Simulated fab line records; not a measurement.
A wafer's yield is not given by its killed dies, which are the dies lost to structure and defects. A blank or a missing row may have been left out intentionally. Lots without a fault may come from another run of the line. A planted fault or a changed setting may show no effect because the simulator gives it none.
fab line records / flow nandHarc
record: lots: 14 wafers: 42 lastDay: 34
route steps=1302 shown P_M2@333 P_BONDPAD@368
lots that met no fault: taken from a fault-free run of the same line
startH: hours from the record's opening day to when the first of the lot's shown wafers began / waitH: hours since the lot's step before / " the same as in the row above / L1.1+2: several wafers, shown together as one row / - no value, or no start was given / * or withheld: withheld / < > ~ a bound
route shown NAME@n: NAME is a module with steps in the file, n the number in the route of the first one / usual: mean/standard deviation of fault-free wafers / same: alike in all rows / chamber/n: place in a boat / sites: each site's reading / _std_site: standard deviation across them / _edge_site: outer sites' mean less inner sites' / radiusMm: for every site, how far away it sits from the centre of the wafer / mask NAME#n: copy n / behind: the tool/chamber that last shaped the wafer / hold: the reason the lot was held/the length of the hold in hours/how it ended / device: the n, p or np transistor that did not switch / end of line: tests of these same wafers at the route's end / where a step has no rows: the recipe by itself / killed: not the wafer's yield, but the dies lost to structure and defects at the first sort / map: shows each die of a wafer: x if killed, . if not, _ if none is there
set.NAME: the setting as run; set.NAME@STEP: as run at that earlier step / model.NAME: the simulator's own value behind a step, which no gauge read
route steps across a sampled set of lots; one table per step, one row per wafer
services: a tool's chamber out of use, with start hour (startH, from the record's first day; less than 0 if before it), hours out, and reason
== steps ==
step: NHARC_P_M2_ETCH_15
recipe: targetDepthA: 1825 timeS: 91.2 c4f8FlowSccm: withheld arFlowSccm: 400 rfW: 600 biasW: 300 chemistry: C4F8/Ar
usual: oesProductAu: 0.940/0.022 rfVppV: 441.0/2.5
lot.wafer=L378.3 tool=rieDiel-06 chamber=3 startH=- waitH=- oesProductAu=0.934 rfHoursCounterH=7.5 rfVppV=440.3
lot.wafer=L378.2 tool=rieDiel-06 chamber=0 startH=- waitH=- oesProductAu=0.931 rfHoursCounterH=7.7 rfVppV=443.9
lot.wafer=L378.4 tool=rieDiel-06 chamber=0 startH=- waitH=- oesProductAu=0.928 rfHoursCounterH=- rfVppV=443.5
lot.wafer=L379.2 tool=rieDiel-06 chamber=2 startH=- waitH=- oesProductAu=0.955 rfHoursCounterH=0.0 rfVppV=437.6
lot.wafer=L379.1 tool=rieDiel-06 chamber=0 startH=- waitH=- oesProductAu=0.989 rfHoursCounterH=0.0 rfVppV=442.6
lot.wafer=L379.5 tool=rieDiel-06 chamber=2 startH=- waitH=- oesProductAu=0.956 rfHoursCounterH=- rfVppV=436.8
lot.wafer=L380.2 tool=rieDiel-10 chamber=3 startH=- waitH=- oesProductAu=0.929 rfHoursCounterH=3.8 rfVppV=440.3
lot.wafer=L380.3 tool=rieDiel-10 chamber=0 startH=- waitH=- oesProductAu=0.922 rfHoursCounterH=4.7 rfVppV=445.1
lot.wafer=L380.5 tool=rieDiel-10 chamber=2 startH=- waitH=- oesProductAu=0.933 rfHoursCounterH=- rfVppV=442.2
lot.wafer=L381.4 tool=rieDiel-10 chamber=2 startH=- waitH=- oesProductAu=0.930 rfHoursCounterH=4.7 rfVppV=440.9
lot.wafer=L381.3 tool=rieDiel-10 chamber=3 startH=- waitH=- oesProductAu=0.916 rfHoursCounterH=3.9 rfVppV=439.9
lot.wafer=L381.5 tool=rieDiel-10 chamber=1 startH=- waitH=- oesProductAu=0.925 rfHoursCounterH=- rfVppV=440.6
lot.wafer=L382.4 tool=rieDiel-01 chamber=1 startH=- waitH=- oesProductAu=0.941 rfHoursCounterH=6.3 rfVppV=442.0
lot.wafer=L382.6 tool=rieDiel-01 chamber=1 startH=- waitH=- oesProductAu=0.945 rfHoursCounterH=- rfVppV=444.3
lot.wafer=L382.5 tool=rieDiel-01 chamber=2 startH=- waitH=- oesProductAu=0.926 rfHoursCounterH=- rfVppV=439.2
lot.wafer=L384.3 tool=rieDiel-06 chamber=3 startH=- waitH=- oesProductAu=0.929 rfHoursCounterH=3.6 rfVppV=441.9
lot.wafer=L384.4 tool=rieDiel-06 chamber=0 startH=- waitH=- oesProductAu=0.923 rfHoursCounterH=3.3 rfVppV=442.5
lot.wafer=L384.6 tool=rieDiel-06 chamber=2 startH=- waitH=- oesProductAu=0.912 rfHoursCounterH=- rfVppV=438.1
lot.wafer=L385.2 tool=rieDiel-10 chamber=1 startH=- waitH=- oesProductAu=0.920 rfHoursCounterH=8.5 rfVppV=441.8
lot.wafer=L385.1 tool=rieDiel-10 chamber=0 startH=- waitH=- oesProductAu=0.926 rfHoursCounterH=7.4 rfVppV=445.5
lot.wafer=L385.5 tool=rieDiel-10 chamber=2 startH=- waitH=- oesProductAu=0.943 rfHoursCounterH=- rfVppV=442.2
lot.wafer=L393.2 tool=rieDiel-10 chamber=2 startH=- waitH=- oesProductAu=0.935 rfHoursCounterH=1.9 rfVppV=442.8
lot.wafer=L393.4 tool=rieDiel-10 chamber=0 startH=- waitH=- oesProductAu=0.913 rfHoursCounterH=1.1 rfVppV=445.3
lot.wafer=L393.5 tool=rieDiel-10 chamber=2 startH=- waitH=- oesProductAu=0.932 rfHoursCounterH=- rfVppV=440.3
lot.wafer=L392.3 tool=rieDiel-01 chamber=2 startH=- waitH=- oesProductAu=0.923 rfHoursCounterH=3.3 rfVppV=440.5
lot.wafer=L392.2 tool=rieDiel-01 chamber=3 startH=- waitH=- oesProductAu=0.923 rfHoursCounterH=2.9 rfVppV=437.3
lot.wafer=L392.5 tool=rieDiel-01 chamber=2 startH=- waitH=- oesProductAu=0.918 rfHoursCounterH=- rfVppV=439.1
lot.wafer=L395.3 tool=rieDiel-10 chamber=1 startH=- waitH=- oesProductAu=0.925 rfHoursCounterH=2.2 rfVppV=440.3
lot.wafer=L395.1 tool=rieDiel-10 chamber=0 startH=- waitH=- oesProductAu=0.930 rfHoursCounterH=2.0 rfVppV=444.5
lot.wafer=L395.5 tool=rieDiel-10 chamber=2 startH=- waitH=- oesProductAu=0.942 rfHoursCounterH=- rfVppV=441.0
lot.wafer=L399.4 tool=rieDiel-06 chamber=3 startH=- waitH=- oesProductAu=0.961 rfHoursCounterH=0.6 rfVppV=440.4
lot.wafer=L399.5 tool=rieDiel-06 chamber=0 startH=- waitH=- oesProductAu=0.980 rfHoursCounterH=- rfVppV=441.7
lot.wafer=L399.6 tool=rieDiel-06 chamber=1 startH=- waitH=- oesProductAu=0.993 rfHoursCounterH=- rfVppV=442.1
lot.wafer=L398.4 tool=rieDiel-06 chamber=3 startH=- waitH=- oesProductAu=0.959 rfHoursCounterH=0.7 rfVppV=440.0
lot.wafer=L398.2 tool=rieDiel-06 chamber=0 startH=- waitH=- oesProductAu=0.979 rfHoursCounterH=1.0 rfVppV=443.6
lot.wafer=L398.3 tool=rieDiel-06 chamber=2 startH=- waitH=- oesProductAu=0.957 rfHoursCounterH=0.6 rfVppV=438.6
lot.wafer=L400.3 tool=rieDiel-06 chamber=3 startH=- waitH=- oesProductAu=0.963 rfHoursCounterH=1.2 rfVppV=440.9
lot.wafer=L400.1 tool=rieDiel-06 chamber=2 startH=- waitH=- oesProductAu=0.949 rfHoursCounterH=1.4 rfVppV=437.7
lot.wafer=L400.6 tool=rieDiel-06 chamber=0 startH=- waitH=- oesProductAu=0.963 rfHoursCounterH=- rfVppV=442.1
lot.wafer=L401.4 tool=rieDiel-01 chamber=0 startH=- waitH=- oesProductAu=0.931 rfHoursCounterH=7.5 rfVppV=438.5
lot.wafer=L401.3 tool=rieDiel-01 chamber=3 startH=- waitH=- oesProductAu=0.918 rfHoursCounterH=8.6 rfVppV=437.3
lot.wafer=L401.5 tool=rieDiel-01 chamber=1 startH=- waitH=- oesProductAu=0.919 rfHoursCounterH=- rfVppV=442.8
step: NHARC_P_M2_CD_MEAS_16
usual: cdNm: 169.5/0.81
lot.wafer=L378.2 tool=cdSem-01 chamber=- startH=129.91 waitH=- cdNm=169.2
lot.wafer=L378.3 tool=cdSem-01 chamber=- startH=129.91 waitH=- cdNm=169.4
lot.wafer=L378.4 tool=cdSem-01 chamber=- startH=129.91 waitH=- cdNm=168.7
lot.wafer=L379.1 tool=cdSem-02 chamber=- startH=139.66 waitH=- cdNm=168.7
lot.wafer=L379.2 tool=cdSem-02 chamber=- startH=139.66 waitH=- cdNm=170.8
lot.wafer=L379.5 tool=cdSem-02 chamber=- startH=139.66 waitH=- cdNm=169.2
lot.wafer=L380.2 tool=cdSem-03 chamber=- startH=153.58 waitH=- cdNm=169.3
lot.wafer=L380.3 tool=cdSem-03 chamber=- startH=153.58 waitH=- cdNm=169.4
lot.wafer=L380.5 tool=cdSem-03 chamber=- startH=153.58 waitH=- cdNm=169.3
lot.wafer=L381.3 tool=cdSem-03 chamber=- startH=154.63 waitH=- cdNm=169.4
lot.wafer=L381.4 tool=cdSem-03 chamber=- startH=154.63 waitH=- cdNm=169.6
lot.wafer=L381.5 tool=cdSem-03 chamber=- startH=154.63 waitH=- cdNm=169.4
lot.wafer=L382.4 tool=cdSem-03 chamber=- startH=172.65 waitH=- cdNm=169.2
lot.wafer=L382.5 tool=cdSem-03 chamber=- startH=172.65 waitH=- cdNm=168.8
lot.wafer=L382.6 tool=cdSem-03 chamber=- startH=172.65 waitH=- cdNm=170.0
lot.wafer=L384.3 tool=cdSem-02 chamber=- startH=192.11 waitH=- cdNm=168.8
lot.wafer=L384.4 tool=cdSem-02 chamber=- startH=192.11 waitH=- cdNm=169.0
lot.wafer=L384.6 tool=cdSem-02 chamber=- startH=192.11 waitH=- cdNm=169.2
lot.wafer=L385.1 tool=cdSem-02 chamber=- startH=195.00 waitH=- cdNm=169.4
lot.wafer=L385.2 tool=cdSem-02 chamber=- startH=195.00 waitH=- cdNm=169.6
lot.wafer=L385.5 tool=cdSem-02 chamber=- startH=195.00 waitH=- cdNm=170.0
lot.wafer=L393.2 tool=cdSem-01 chamber=- startH=277.94 waitH=- cdNm=167.4
lot.wafer=L393.4 tool=cdSem-01 chamber=- startH=277.94 waitH=- cdNm=168.6
lot.wafer=L393.5 tool=cdSem-01 chamber=- startH=277.94 waitH=- cdNm=168.2
lot.wafer=L392.2 tool=cdSem-02 chamber=- startH=278.09 waitH=- cdNm=171.2
lot.wafer=L392.3 tool=cdSem-02 chamber=- startH=278.09 waitH=- cdNm=170.3
lot.wafer=L392.5 tool=cdSem-02 chamber=- startH=278.09 waitH=- cdNm=170.6
lot.wafer=L395.1 tool=cdSem-02 chamber=- startH=303.61 waitH=- cdNm=168.8
lot.wafer=L395.3 tool=cdSem-02 chamber=- startH=303.61 waitH=- cdNm=167.9
lot.wafer=L395.5 tool=cdSem-02 chamber=- startH=303.61 waitH=- cdNm=169.1
lot.wafer=L399.4 tool=cdSem-01 chamber=- startH=334.98 waitH=- cdNm=170.4
lot.wafer=L399.5 tool=cdSem-01 chamber=- startH=334.98 waitH=- cdNm=170.4
lot.wafer=L399.6 tool=cdSem-01 chamber=- startH=334.98 waitH=- cdNm=170.3
lot.wafer=L398.2 tool=cdSem-02 chamber=- startH=335.51 waitH=- cdNm=169.4
lot.wafer=L398.3 tool=cdSem-02 chamber=- startH=335.51 waitH=- cdNm=169.4
lot.wafer=L398.4 tool=cdSem-02 chamber=- startH=335.51 waitH=- cdNm=169.4
lot.wafer=L400.1 tool=cdSem-01 chamber=- startH=348.14 waitH=- cdNm=170.9
lot.wafer=L400.3 tool=cdSem-01 chamber=- startH=348.14 waitH=- cdNm=171.0
lot.wafer=L400.6 tool=cdSem-01 chamber=- startH=348.14 waitH=- cdNm=171.7
lot.wafer=L401.3 tool=cdSem-03 chamber=- startH=368.34 waitH=- cdNm=169.6
lot.wafer=L401.4 tool=cdSem-03 chamber=- startH=368.34 waitH=- cdNm=170.3
lot.wafer=L401.5 tool=cdSem-03 chamber=- startH=368.34 waitH=- cdNm=170.4
step: NHARC_P_M2_PRE_CLEAN_30
recipe: timeS: 30 tempC: 280 gas: H2/He
usual: heaterPowerW: 394/46
lot.wafer=L378.4 tool=pvdSputter-03 chamber=- startH=- waitH=- heaterPowerW=379
lot.wafer=L378.2 tool=pvdSputter-03 chamber=- startH=- waitH=- heaterPowerW=334
lot.wafer=L378.3 tool=pvdSputter-03 chamber=- startH=- waitH=- heaterPowerW=373
lot.wafer=L379.1 tool=pvdSputter-02 chamber=- startH=- waitH=- heaterPowerW=379
lot.wafer=L379.2 tool=pvdSputter-02 chamber=- startH=- waitH=- heaterPowerW=420
lot.wafer=L379.5 tool=pvdSputter-02 chamber=- startH=- waitH=- heaterPowerW=372
lot.wafer=L380.2 tool=pvdSputter-03 chamber=- startH=- waitH=- heaterPowerW=372
lot.wafer=L380.3 tool=pvdSputter-03 chamber=- startH=- waitH=- heaterPowerW=384
lot.wafer=L380.5 tool=pvdSputter-03 chamber=- startH=- waitH=- heaterPowerW=376
lot.wafer=L381.4 tool=pvdSputter-03 chamber=- startH=- waitH=- heaterPowerW=378
lot.wafer=L381.3 tool=pvdSputter-03 chamber=- startH=- waitH=- heaterPowerW=320
lot.wafer=L381.5 tool=pvdSputter-03 chamber=- startH=- waitH=- heaterPowerW=505
lot.wafer=L382.4 tool=pvdSputter-01 chamber=- startH=- waitH=- heaterPowerW=364
lot.wafer=L382.6 tool=pvdSputter-01 chamber=- startH=- waitH=- heaterPowerW=384
lot.wafer=L382.5 tool=pvdSputter-01 chamber=- startH=- waitH=- heaterPowerW=360
lot.wafer=L384.3 tool=pvdSputter-02 chamber=- startH=- waitH=- heaterPowerW=336
lot.wafer=L384.4 tool=pvdSputter-02 chamber=- startH=- waitH=- heaterPowerW=424
lot.wafer=L384.6 tool=pvdSputter-02 chamber=- startH=- waitH=- heaterPowerW=372
lot.wafer=L385.1 tool=pvdSputter-03 chamber=- startH=- waitH=- heaterPowerW=338
lot.wafer=L385.2 tool=pvdSputter-03 chamber=- startH=- waitH=- heaterPowerW=388
lot.wafer=L385.5 tool=pvdSputter-03 chamber=- startH=- waitH=- heaterPowerW=336
lot.wafer=L393.4 tool=pvdSputter-01 chamber=- startH=- waitH=- heaterPowerW=371
lot.wafer=L393.2 tool=pvdSputter-01 chamber=- startH=- waitH=- heaterPowerW=386
lot.wafer=L393.5 tool=pvdSputter-01 chamber=- startH=- waitH=- heaterPowerW=375
lot.wafer=L392.2 tool=pvdSputter-02 chamber=- startH=- waitH=- heaterPowerW=420
lot.wafer=L392.3 tool=pvdSputter-02 chamber=- startH=- waitH=- heaterPowerW=338
lot.wafer=L392.5 tool=pvdSputter-02 chamber=- startH=- waitH=- heaterPowerW=371
lot.wafer=L395.3 tool=pvdSputter-03 chamber=- startH=- waitH=- heaterPowerW=392
lot.wafer=L395.1 tool=pvdSputter-03 chamber=- startH=- waitH=- heaterPowerW=396
lot.wafer=L395.5 tool=pvdSputter-03 chamber=- startH=- waitH=- heaterPowerW=383
lot.wafer=L399.4 tool=pvdSputter-02 chamber=- startH=- waitH=- heaterPowerW=335
lot.wafer=L399.6 tool=pvdSputter-02 chamber=- startH=- waitH=- heaterPowerW=386
lot.wafer=L399.5 tool=pvdSputter-02 chamber=- startH=- waitH=- heaterPowerW=378
lot.wafer=L398.2 tool=pvdSputter-03 chamber=- startH=- waitH=- heaterPowerW=511
lot.wafer=L398.4 tool=pvdSputter-03 chamber=- startH=- waitH=- heaterPowerW=337
lot.wafer=L398.3 tool=pvdSputter-03 chamber=- startH=- waitH=- heaterPowerW=384
lot.wafer=L400.1 tool=pvdSputter-01 chamber=- startH=- waitH=- heaterPowerW=382
lot.wafer=L400.3 tool=pvdSputter-01 chamber=- startH=- waitH=- heaterPowerW=396
lot.wafer=L400.6 tool=pvdSputter-01 chamber=- startH=- waitH=- heaterPowerW=371
lot.wafer=L401.3 tool=pvdSputter-03 chamber=- startH=- waitH=- heaterPowerW=376
lot.wafer=L401.4 tool=pvdSputter-03 chamber=- startH=- waitH=- heaterPowerW=498
lot.wafer=L401.5 tool=pvdSputter-03 chamber=- startH=- waitH=- heaterPowerW=492
step: NHARC_P_BONDPAD_ETCH_37
recipe: targetDepthA: 600 overetchA: 180 timeS: 65.91 ionEnergyEv: 200 n2FlowSccm: 150 h2FlowSccm: 150 arFlowSccm: 0 rfW: 400 biasW: 150 chemistry: N2/H2
usual: drypumpMotorCurrentA: 5.7/0.46 oesProductAu: 0.997/0.0096 rfVppV: 431.4/2.3 showerheadPlenumPTorr: 2.07/0.08 throttleValvePct: 14.171/0.0096
lot.wafer=L378.4 tool=rieDiel-03 chamber=1 startH=134.26 waitH=0.1 drypumpMotorCurrentA=6.1 oesProductAu=0.985 rfHoursCounterH=0.1 rfVppV=432.8 showerheadPlenumPTorr=2.11 throttleValvePct=14.146
lot.wafer=L378.2 tool=rieDiel-03 chamber=3 startH=134.26 waitH=0.1 drypumpMotorCurrentA=6.1 oesProductAu=0.999 rfHoursCounterH=0.2 rfVppV=428.2 showerheadPlenumPTorr=1.92 throttleValvePct=14.169
lot.wafer=L378.3 tool=rieDiel-03 chamber=0 startH=134.26 waitH=0.1 drypumpMotorCurrentA=5.4 oesProductAu=0.994 rfHoursCounterH=0.2 rfVppV=432.4 showerheadPlenumPTorr=2.11 throttleValvePct=14.169
lot.wafer=L379.2 tool=rieDiel-08 chamber=0 startH=144.01 waitH=0.1 drypumpMotorCurrentA=5.8 oesProductAu=1.004 rfHoursCounterH=6.2 rfVppV=434.1 showerheadPlenumPTorr=2.13 throttleValvePct=14.163
lot.wafer=L379.1 tool=rieDiel-08 chamber=3 startH=144.01 waitH=0.1 drypumpMotorCurrentA=5.0 oesProductAu=0.996 rfHoursCounterH=6.3 rfVppV=428.7 showerheadPlenumPTorr=1.95 throttleValvePct=14.156
lot.wafer=L379.5 tool=rieDiel-08 chamber=0 startH=144.01 waitH=0.1 drypumpMotorCurrentA=5.7 oesProductAu=1.002 rfHoursCounterH=- rfVppV=432.8 showerheadPlenumPTorr=2.13 throttleValvePct=14.169
lot.wafer=L380.2 tool=rieDiel-11 chamber=1 startH=157.94 waitH=0.1 drypumpMotorCurrentA=6.3 oesProductAu=0.994 rfHoursCounterH=1.6 rfVppV=432.3 showerheadPlenumPTorr=2.12 throttleValvePct=14.172
lot.wafer=L380.3 tool=rieDiel-11 chamber=2 startH=157.94 waitH=0.1 drypumpMotorCurrentA=5.1 oesProductAu=1.010 rfHoursCounterH=1.6 rfVppV=434.4 showerheadPlenumPTorr=2.19 throttleValvePct=14.163
lot.wafer=L380.5 tool=rieDiel-11 chamber=1 startH=157.94 waitH=0.1 drypumpMotorCurrentA=6.3 oesProductAu=1.001 rfHoursCounterH=- rfVppV=432.0 showerheadPlenumPTorr=2.12 throttleValvePct=14.170
lot.wafer=L381.3 tool=rieDiel-11 chamber=1 startH=159.00 waitH=0.1 drypumpMotorCurrentA=6.3 oesProductAu=0.991 rfHoursCounterH=1.7 rfVppV=432.7 showerheadPlenumPTorr=2.12 throttleValvePct=14.185
lot.wafer=L381.4 tool=rieDiel-11 chamber=2 startH=159.00 waitH=0.1 drypumpMotorCurrentA=5.1 oesProductAu=1.003 rfHoursCounterH=1.7 rfVppV=434.4 showerheadPlenumPTorr=2.19 throttleValvePct=14.170
lot.wafer=L381.5 tool=rieDiel-11 chamber=1 startH=159.00 waitH=0.1 drypumpMotorCurrentA=6.3 oesProductAu=0.989 rfHoursCounterH=- rfVppV=432.5 showerheadPlenumPTorr=2.12 throttleValvePct=14.175
lot.wafer=L382.4 tool=rieDiel-11 chamber=0 startH=177.01 waitH=0.1 drypumpMotorCurrentA=5.5 oesProductAu=0.990 rfHoursCounterH=2.3 rfVppV=429.5 showerheadPlenumPTorr=2.02 throttleValvePct=14.185
lot.wafer=L382.5 tool=rieDiel-11 chamber=2 startH=177.01 waitH=0.1 drypumpMotorCurrentA=5.0 oesProductAu=0.999 rfHoursCounterH=- rfVppV=436.5 showerheadPlenumPTorr=2.19 throttleValvePct=14.173
lot.wafer=L382.6 tool=rieDiel-11 chamber=3 startH=177.01 waitH=0.1 drypumpMotorCurrentA=5.8 oesProductAu=0.995 rfHoursCounterH=- rfVppV=429.1 showerheadPlenumPTorr=1.99 throttleValvePct=14.180
lot.wafer=L384.3 tool=rieDiel-03 chamber=0 startH=196.42 waitH=0.1 drypumpMotorCurrentA=5.4 oesProductAu=0.995 rfHoursCounterH=4.5 rfVppV=432.1 showerheadPlenumPTorr=2.11 throttleValvePct=14.171
lot.wafer=L384.4 tool=rieDiel-03 chamber=1 startH=196.42 waitH=0.1 drypumpMotorCurrentA=6.1 oesProductAu=0.989 rfHoursCounterH=4.9 rfVppV=431.2 showerheadPlenumPTorr=2.10 throttleValvePct=14.161
lot.wafer=L384.6 tool=rieDiel-03 chamber=0 startH=196.42 waitH=0.1 drypumpMotorCurrentA=5.4 oesProductAu=0.998 rfHoursCounterH=- rfVppV=433.5 showerheadPlenumPTorr=2.11 throttleValvePct=14.167
lot.wafer=L385.1 tool=rieDiel-11 chamber=1 startH=199.36 waitH=0.1 drypumpMotorCurrentA=6.3 oesProductAu=0.992 rfHoursCounterH=3.0 rfVppV=433.3 showerheadPlenumPTorr=2.12 throttleValvePct=14.167
lot.wafer=L385.2 tool=rieDiel-11 chamber=2 startH=199.36 waitH=0.1 drypumpMotorCurrentA=5.1 oesProductAu=1.004 rfHoursCounterH=2.7 rfVppV=433.9 showerheadPlenumPTorr=2.19 throttleValvePct=14.149
lot.wafer=L385.5 tool=rieDiel-11 chamber=0 startH=199.36 waitH=0.1 drypumpMotorCurrentA=5.5 oesProductAu=0.993 rfHoursCounterH=- rfVppV=430.2 showerheadPlenumPTorr=2.02 throttleValvePct=14.183
lot.wafer=L393.4 tool=rieDiel-11 chamber=0 startH=282.27 waitH=0.1 drypumpMotorCurrentA=5.6 oesProductAu=0.779 rfHoursCounterH=0.8 rfVppV=431.2 showerheadPlenumPTorr=2.02 throttleValvePct=14.191
lot.wafer=L393.2 tool=rieDiel-11 chamber=2 startH=282.27 waitH=0.1 drypumpMotorCurrentA=5.1 oesProductAu=1.010 rfHoursCounterH=0.9 rfVppV=433.3 showerheadPlenumPTorr=2.19 throttleValvePct=14.166
lot.wafer=L393.5 tool=rieDiel-11 chamber=3 startH=282.27 waitH=0.1 drypumpMotorCurrentA=5.8 oesProductAu=1.004 rfHoursCounterH=- rfVppV=429.0 showerheadPlenumPTorr=1.99 throttleValvePct=14.168
lot.wafer=L392.3 tool=rieDiel-11 chamber=1 startH=283.07 waitH=0.1 drypumpMotorCurrentA=6.3 oesProductAu=1.000 rfHoursCounterH=1.1 rfVppV=433.3 showerheadPlenumPTorr=2.12 throttleValvePct=14.177
lot.wafer=L392.2 tool=rieDiel-11 chamber=0 startH=283.07 waitH=0.1 drypumpMotorCurrentA=5.5 oesProductAu=0.781 rfHoursCounterH=0.9 rfVppV=429.9 showerheadPlenumPTorr=2.02 throttleValvePct=14.171
lot.wafer=L392.5 tool=rieDiel-11 chamber=1 startH=283.07 waitH=0.1 drypumpMotorCurrentA=6.3 oesProductAu=1.004 rfHoursCounterH=- rfVppV=431.9 showerheadPlenumPTorr=2.12 throttleValvePct=14.170
lot.wafer=L395.1 tool=rieDiel-03 chamber=2 startH=307.92 waitH=0.1 drypumpMotorCurrentA=4.9 oesProductAu=0.978 rfHoursCounterH=1.9 rfVppV=431.7 showerheadPlenumPTorr=2.09 throttleValvePct=14.153
lot.wafer=L395.3 tool=rieDiel-03 chamber=3 startH=307.92 waitH=0.1 drypumpMotorCurrentA=6.1 oesProductAu=0.995 rfHoursCounterH=0.3 rfVppV=426.3 showerheadPlenumPTorr=1.92 throttleValvePct=14.182
lot.wafer=L395.5 tool=rieDiel-03 chamber=1 startH=307.92 waitH=0.1 drypumpMotorCurrentA=6.1 oesProductAu=1.008 rfHoursCounterH=- rfVppV=433.5 showerheadPlenumPTorr=2.10 throttleValvePct=14.166
lot.wafer=L399.4 tool=rieDiel-03 chamber=3 startH=339.51 waitH=0.1 drypumpMotorCurrentA=6.1 oesProductAu=0.998 rfHoursCounterH=3.1 rfVppV=426.9 showerheadPlenumPTorr=1.92 throttleValvePct=14.169
lot.wafer=L399.6 tool=rieDiel-03 chamber=0 startH=339.51 waitH=0.1 drypumpMotorCurrentA=5.4 oesProductAu=0.977 rfHoursCounterH=- rfVppV=431.1 showerheadPlenumPTorr=2.11 throttleValvePct=14.187
lot.wafer=L399.5 tool=rieDiel-03 chamber=1 startH=339.51 waitH=0.1 drypumpMotorCurrentA=6.1 oesProductAu=1.004 rfHoursCounterH=- rfVppV=431.5 showerheadPlenumPTorr=2.10 throttleValvePct=14.174
lot.wafer=L398.3 tool=rieDiel-03 chamber=0 startH=339.99 waitH=0.1 drypumpMotorCurrentA=5.4 oesProductAu=0.984 rfHoursCounterH=2.7 rfVppV=432.8 showerheadPlenumPTorr=2.11 throttleValvePct=14.164
lot.wafer=L398.4 tool=rieDiel-03 chamber=1 startH=339.99 waitH=0.1 drypumpMotorCurrentA=6.1 oesProductAu=1.004 rfHoursCounterH=4.2 rfVppV=433.1 showerheadPlenumPTorr=2.10 throttleValvePct=14.171
lot.wafer=L398.2 tool=rieDiel-03 chamber=3 startH=339.99 waitH=0.1 drypumpMotorCurrentA=6.1 oesProductAu=1.011 rfHoursCounterH=3.1 rfVppV=425.9 showerheadPlenumPTorr=1.92 throttleValvePct=14.183
lot.wafer=L400.3 tool=rieDiel-11 chamber=0 startH=352.49 waitH=0.1 drypumpMotorCurrentA=5.5 oesProductAu=0.991 rfHoursCounterH=2.9 rfVppV=430.7 showerheadPlenumPTorr=2.02 throttleValvePct=14.171
lot.wafer=L400.1 tool=rieDiel-11 chamber=2 startH=352.49 waitH=0.1 drypumpMotorCurrentA=5.1 oesProductAu=1.008 rfHoursCounterH=3.2 rfVppV=433.6 showerheadPlenumPTorr=2.19 throttleValvePct=14.185
lot.wafer=L400.6 tool=rieDiel-11 chamber=0 startH=352.49 waitH=0.1 drypumpMotorCurrentA=5.5 oesProductAu=0.986 rfHoursCounterH=- rfVppV=429.5 showerheadPlenumPTorr=2.02 throttleValvePct=14.176
lot.wafer=L401.3 tool=rieDiel-11 chamber=1 startH=372.90 waitH=0.1 drypumpMotorCurrentA=6.3 oesProductAu=1.003 rfHoursCounterH=3.9 rfVppV=433.7 showerheadPlenumPTorr=2.12 throttleValvePct=14.141
lot.wafer=L401.4 tool=rieDiel-11 chamber=0 startH=372.90 waitH=0.1 drypumpMotorCurrentA=5.5 oesProductAu=0.993 rfHoursCounterH=3.4 rfVppV=429.9 showerheadPlenumPTorr=2.02 throttleValvePct=14.161
lot.wafer=L401.5 tool=rieDiel-11 chamber=2 startH=372.90 waitH=0.1 drypumpMotorCurrentA=5.1 oesProductAu=0.995 rfHoursCounterH=- rfVppV=435.2 showerheadPlenumPTorr=2.19 throttleValvePct=14.178
== services ==
tool=rieDiel-06 chamber=- startH=115.38 hours=0.4 kind=repair
tool=rieDiel-06 chamber=1 startH=127.10 hours=8.8 kind=repair
tool=rieDiel-06 chamber=- startH=130.27 hours=9.0 kind=pm
tool=pvdSputter-02 chamber=- startH=153.66 hours=2.3 kind=repair
tool=rieDiel-06 chamber=- startH=166.25 hours=0.2 kind=repair
tool=pvdSputter-03 chamber=- startH=170.00 hours=10.0 kind=pm
tool=rieDiel-11 chamber=3 startH=185.55 hours=4.1 kind=repair
tool=rieDiel-01 chamber=- startH=203.88 hours=9.0 kind=pm
tool=rieDiel-10 chamber=1 startH=208.56 hours=10.6 kind=repair
tool=pvdSputter-01 chamber=- startH=212.24 hours=4.9 kind=repair
tool=rieDiel-10 chamber=1 startH=221.55 hours=2.7 kind=repair
tool=pvdSputter-02 chamber=- startH=239.93 hours=2.7 kind=repair
tool=rieDiel-10 chamber=- startH=242.77 hours=9.0 kind=pm
tool=pvdSputter-02 chamber=- startH=250.48 hours=2.4 kind=repair
tool=rieDiel-11 chamber=- startH=255.50 hours=9.0 kind=pm
tool=rieDiel-03 chamber=- startH=281.30 hours=9.0 kind=pm
tool=pvdSputter-02 chamber=- startH=282.05 hours=10.0 kind=pm
tool=rieDiel-06 chamber=1 startH=284.62 hours=12.8 kind=repair
tool=rieDiel-03 chamber=3 startH=291.79 hours=10.1 kind=repair
tool=rieDiel-06 chamber=- startH=307.27 hours=9.0 kind=pm
tool=rieDiel-10 chamber=1 startH=318.84 hours=3.5 kind=repair
tool=rieDiel-06 chamber=3 startH=325.19 hours=4.8 kind=repair
tool=pvdSputter-03 chamber=- startH=348.00 hours=10.0 kind=pm
tool=rieDiel-03 chamber=3 startH=348.47 hours=3.0 kind=repair
== key ==
firstSign: step: NHARC_P_BONDPAD_ETCH_37 reading: oesProductAu direction: down sigmas: 23 usual: 0.997 struck: 0.780
effect none on later readings
metAt NHARC_P_BONDPAD_ETCH_37
struckLots L392,L393
struckWafers L392.2,L393.4
laterRowsLeftOut L392.2,L393.4
sortLeftOut L392.2,L393.4
notActingAt NHARC_P_M2_ETCH_15,NHARC_P_M2_CD_MEAS_16,NHARC_P_M2_PRE_CLEAN_30
onsetBetween 199.36 282.27
fault: kind: processParameterDrift tool: rieDiel-11 chamber: 0 onsetH: 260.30 steps: NHARC_P_BONDPAD_ETCH_37 channel: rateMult offset: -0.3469 shape: step endH: 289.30
sortLeftOut: the simulated sort isn't trusted on such a fault, so these wafers' sort isn't shown, and their yield isn't known
laterRowsLeftOut: the simulator's readings of these wafers behind a module that went badly wrong aren't trusted and aren't shown, but for the sort
